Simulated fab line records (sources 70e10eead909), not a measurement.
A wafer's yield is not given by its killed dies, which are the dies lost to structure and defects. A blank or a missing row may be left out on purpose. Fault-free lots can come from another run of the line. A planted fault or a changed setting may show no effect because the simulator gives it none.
Matching of chambers || flow nand_harc || 4 sister chambers for NHARC_A_WL_FILL_STRIP_29 on rie_diel-03
The step strips in O2, time 20 s. 8 wafers are shown with their chamber, then 10 later ones without.

## EACH WAFER AND ITS CHAMBER
{"wafer": "L076.5", "chamber": 2, "drypump_motor_current_A (A)": 5.8, "oes_product_au (a.u.)": 1.000}
{"wafer": "L082.4", "chamber": 0, "drypump_motor_current_A (A)": 5.3, "oes_product_au (a.u.)": 1.004}
{"wafer": "L083.5", "chamber": 1, "drypump_motor_current_A (A)": 6.2, "oes_product_au (a.u.)": 0.993}
{"wafer": "L083.6", "chamber": 0, "drypump_motor_current_A (A)": 5.3, "oes_product_au (a.u.)": 1.007}
{"wafer": "L085.1", "chamber": 2, "drypump_motor_current_A (A)": 5.8, "oes_product_au (a.u.)": 1.020}
{"wafer": "L085.6", "chamber": 3, "drypump_motor_current_A (A)": 5.4, "oes_product_au (a.u.)": 0.989}
{"wafer": "L089.1", "chamber": 3, "drypump_motor_current_A (A)": 5.4, "oes_product_au (a.u.)": 0.997}
{"wafer": "L089.3", "chamber": 1, "drypump_motor_current_A (A)": 6.3, "oes_product_au (a.u.)": 1.002}

## WAFERS WITHOUT THEIR CHAMBER
{"wafer": "L089.6", "drypump_motor_current_A (A)": 5.4, "oes_product_au (a.u.)": 0.986}
{"wafer": "L090.3", "drypump_motor_current_A (A)": 5.4, "oes_product_au (a.u.)": 0.992}
{"wafer": "L090.4", "drypump_motor_current_A (A)": 5.9, "oes_product_au (a.u.)": 1.003}
{"wafer": "L090.6", "drypump_motor_current_A (A)": 5.8, "oes_product_au (a.u.)": 1.000}
{"wafer": "L095.2", "drypump_motor_current_A (A)": 6.2, "oes_product_au (a.u.)": 0.988}
{"wafer": "L095.3", "drypump_motor_current_A (A)": 5.4, "oes_product_au (a.u.)": 0.992}
{"wafer": "L095.6", "drypump_motor_current_A (A)": 5.3, "oes_product_au (a.u.)": 0.997}
{"wafer": "L091.3", "drypump_motor_current_A (A)": 5.3, "oes_product_au (a.u.)": 1.006}
{"wafer": "L091.5", "drypump_motor_current_A (A)": 6.3, "oes_product_au (a.u.)": 0.997}
{"wafer": "L091.6", "drypump_motor_current_A (A)": 5.4, "oes_product_au (a.u.)": 0.998}

## CHAMBER TAKEN BY EACH
{"wafer": "L089.6", "from the rows above": 3, "in truth": 3}
{"wafer": "L090.3", "from the rows above": 3, "in truth": 3}
{"wafer": "L090.4", "from the rows above": 2, "in truth": 2}
{"wafer": "L090.6", "from the rows above": 2, "in truth": 2}
{"wafer": "L095.2", "from the rows above": 1, "in truth": 1}
{"wafer": "L095.3", "from the rows above": 3, "in truth": 3}
{"wafer": "L095.6", "from the rows above": "can't be placed: 0 or 3", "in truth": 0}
{"wafer": "L091.3", "from the rows above": 0, "in truth": 0}
{"wafer": "L091.5", "from the rows above": 1, "in truth": 1}
{"wafer": "L091.6", "from the rows above": 3, "in truth": 3}
Placed correctly: 9 of 10. Unplaceable from these rows: 1, with the true chamber sitting among the candidates in 1. Number placed wrongly: 0.
How it was worked out, from the rows above alone: a wafer's distance from a chamber is the root of the sum, over the readings, of the square of ((its reading less the chamber's mean) divided by the reading's scatter). If the next closest chamber is less than 2 further off than the closest, the wafer can't be placed; otherwise it belongs to the closest. For every chamber, the mean is computed from those of its wafers that are shown. How the scatter is found: for the shown wafers, subtract from each reading the mean of its chamber, square and add these, divide the total by (wafers less chambers), then take the root.
